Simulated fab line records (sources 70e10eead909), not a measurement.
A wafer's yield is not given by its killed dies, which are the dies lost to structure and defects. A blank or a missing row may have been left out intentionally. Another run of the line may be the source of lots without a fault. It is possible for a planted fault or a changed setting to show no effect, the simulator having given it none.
Shared-tool check | flow nand harc | Sample size 2 lots and 6 wafers

WHY THIS WAS OPENED
On 2 of the 2 lots, a flag is raised at NHARC_END_SORT_01 on the reading killed at array. Fault-free wafers read 59, with a standard deviation of 24.
Rule: a lot is flagged in two cases, either no wafer of it has a number, or all its wafers with numbers fall more than 4 standard deviations from that mean. The rest of the lots are taken to be sound.

lot  | measured     | on        | killed at array, wafer by wafer | flag
L924 | day 33 06:24 | prober-02 | 672 671 674                     | FLAGGED
L925 | day 33 07:10 | prober-01 | 673 676 675                     | FLAGGED
Average over the flagged lots: 674; offset from the usual +614, equal to +26 standard deviations.

WHICH TOOL EACH LOT WENT THROUGH
Before the reading, the record contains 4 process steps out of a 1302-step route. Read each cell as the tool, then ch plus the chambers that the sampled wafers visited, then the start.
lot  | flag    | NHARC_A_STAIRCASE_TRIM_226                    | NHARC_A_STAIRCASE_TRIM_231                    | NHARC_A_STAIRCASE_TRIM_235         | NHARC_A_STAIRCASE_ETCH_236
L924 | FLAGGED | rie diel-05 ch 0,2,3, day 24 15:44 or earlier | rie diel-01 ch 1,3, day 24 15:44 or earlier   | rie diel-01 ch 0,1, day 24 15:44   | rie diel-01 ch 1,2,3, day 33 06:24 or earlier
L925 | FLAGGED | rie diel-05 ch 0,1,3, day 24 17:56 or earlier | rie diel-01 ch 1,2,3, day 24 17:56 or earlier | rie diel-01 ch 0,2,3, day 24 17:56 | rie diel-01 ch 1,2,3, day 33 07:10 or earlier
What is done by these steps:
- NHARC_A_STAIRCASE_TRIM_226: chemistry O2, time 211.2 s.
- NHARC_A_STAIRCASE_TRIM_231: chemistry O2, time 211.2 s.
- NHARC_A_STAIRCASE_TRIM_235: chemistry O2, time 211.2 s.
- NHARC_A_STAIRCASE_ETCH_236: etches the open film in C4F8/O2, target depth 100 nm, time 40.5 s.
- NHARC_END_SORT_01

FLAGGED AGAINST TOTAL, ONE TOOL AT A TIME (gauges that did the reading follow at the end)
step                       | tool        | lots run | flagged | share of the flagged lots | sound lots run after its first flagged lot
NHARC_A_STAIRCASE_TRIM_226 | rie diel-05 | 2        | 2       | all                       | 0
NHARC_A_STAIRCASE_TRIM_231 | rie diel-01 | 2        | 2       | all                       | 0
NHARC_A_STAIRCASE_TRIM_235 | rie diel-01 | 2        | 2       | all                       | 0
NHARC_A_STAIRCASE_ETCH_236 | rie diel-01 | 2        | 2       | all                       | 0
NHARC_END_SORT_01          | prober-01   | 1        | 1       | some                      | 0
NHARC_END_SORT_01          | prober-02   | 1        | 1       | some                      | 0
With no start given for some of its lots, NHARC_A_STAIRCASE_TRIM_226 uses the hours and lot order of NHARC_A_STAIRCASE_TRIM_235. With no start given for some of its lots, NHARC_A_STAIRCASE_TRIM_231 uses the hours and lot order of NHARC_A_STAIRCASE_TRIM_235. With no start given for some of its lots, NHARC_A_STAIRCASE_ETCH_236 uses the hours and lot order of NHARC_END_SORT_01.

THE TABLE: WHAT IT ALLOWS
4 rows of the table ran every flagged lot: rie diel-05 at NHARC_A_STAIRCASE_TRIM_226, rie diel-01 at NHARC_A_STAIRCASE_TRIM_231, rie diel-01 at NHARC_A_STAIRCASE_TRIM_235, rie diel-01 at NHARC_A_STAIRCASE_ETCH_236.
- rie diel-05 at NHARC_A_STAIRCASE_TRIM_226: 2 of its 2 lots flagged. No sound lot ran on it before its first flagged lot in this sample; the start therefore can't be narrowed down.
- rie diel-01 at NHARC_A_STAIRCASE_TRIM_231: 2 of its 2 lots flagged. No sound lot ran on it before its first flagged lot in this sample; the start therefore can't be narrowed down.
- rie diel-01 at NHARC_A_STAIRCASE_TRIM_235: 2 of its 2 lots flagged. No sound lot ran on it before its first flagged lot in this sample; the start therefore can't be narrowed down.
- rie diel-01 at NHARC_A_STAIRCASE_ETCH_236: 2 of its 2 lots flagged. No sound lot ran on it before its first flagged lot in this sample; the start therefore can't be narrowed down.
A lot count leaves these 2 tools indistinguishable: every one of them fits a fault beginning at some hour. More lots, or a look at what each step does to the wafer, might.

WHAT THE SIMULATOR PUT IN
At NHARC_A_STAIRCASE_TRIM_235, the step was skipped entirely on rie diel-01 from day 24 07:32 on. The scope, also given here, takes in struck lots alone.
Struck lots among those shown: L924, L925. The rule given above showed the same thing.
